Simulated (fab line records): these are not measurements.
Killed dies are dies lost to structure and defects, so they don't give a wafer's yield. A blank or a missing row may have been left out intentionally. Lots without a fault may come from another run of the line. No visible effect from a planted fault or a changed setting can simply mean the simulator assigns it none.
Chamber matching	flow n5 finfet	cmp-02 running N5_BEOL_M12_CMP_49: 4 sister chambers
The step polishes, stops on SiOC, t overpolish 20.6 s, target thk 320 nm. 18 wafers are shown with their chamber, then 9 later ones without.

## WAFERS WITH THEIR CHAMBER
wafer	chamber	motor current A (A)	overpolish run s (s)	head pressure psi (psi)
L076.1	1	5.5	20.595	1.0020
L076.5	1	5.3	20.606	1.0017
L076.6	0	5.5	20.601	0.9995
L077.2	3	5.8	20.587	0.9981
L077.3	2	6.2	20.590	0.9991
L077.6	2	6.5	20.586	0.9992
L082.1	1	5.5	20.625	1.0020
L082.2	0	5.7	20.589	1.0025
L082.6	2	6.6	20.590	0.9983
L081.1	0	5.8	20.598	1.0004
L081.3	3	5.8	20.599	1.0011
L081.6	2	6.5	20.597	0.9945
L089.1	1	5.3	20.596	1.0010
L089.2	0	5.6	20.602	1.0009
L089.5	0	5.9	20.605	0.9998
L090.1	1	5.6	20.615	0.9983
L090.4	3	6.0	20.599	1.0028
L090.5	3	5.8	20.592	1.0039

SIGNATURES, as means of the wafers listed above
reading	chamber 0	chamber 1	chamber 2	chamber 3	scatter within a chamber
motor current A	5.700	5.440	6.450	5.850	0.144
overpolish run s	20.59900	20.60740	20.59075	20.59425	0.00832
head pressure psi	1.000620	1.001000	0.997775	1.001475	0.00188
Rule: a wafer's distance from a chamber is the root of the sum, over the readings, of the square of ((its reading less the chamber's mean) divided by the reading's scatter). The wafer belongs to the nearest chamber; if the next one is less than 2 further off, it can't be placed. The scatter: take each reading less its chamber's mean, square it, sum over the shown wafers, divide by the number of wafers less the number of chambers, and take the root.

## WAFERS WHOSE CHAMBER IS MISSING
wafer	motor current A (A)	overpolish run s (s)	head pressure psi (psi)
L093.3	5.7	20.607	1.0041
L093.5	5.9	20.604	1.0037
L093.6	6.1	20.599	1.0012
L095.2	5.9	20.600	1.0011
L095.5	5.6	20.605	1.0019
L095.6	6.6	20.605	0.9991
L097.2	6.3	20.607	1.0017
L097.4	5.5	20.602	1.0005
L097.6	5.9	20.621	0.9981

## THE CHAMBER EACH PASSED THROUGH
wafer	from the rows above	in truth
L093.3	can't be placed: 0 or 3 or 1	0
L093.5	can't be placed: 3 or 0 or 1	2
L093.6	can't be placed: 3 or 0 or 2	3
L095.2	can't be placed: 3 or 0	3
L095.5	can't be placed: 0 or 1 or 3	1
L095.6	2	2
L097.2	can't be placed: 2 or 3 or 0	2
L097.4	can't be placed: 1 or 0 or 3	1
L097.6	can't be placed: 0 or 3 or 1 or 2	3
Correct placement for 1 of the 9. Not placeable from these rows: 8 (in 7, the candidates include the true chamber). Wrongly placed: 0.
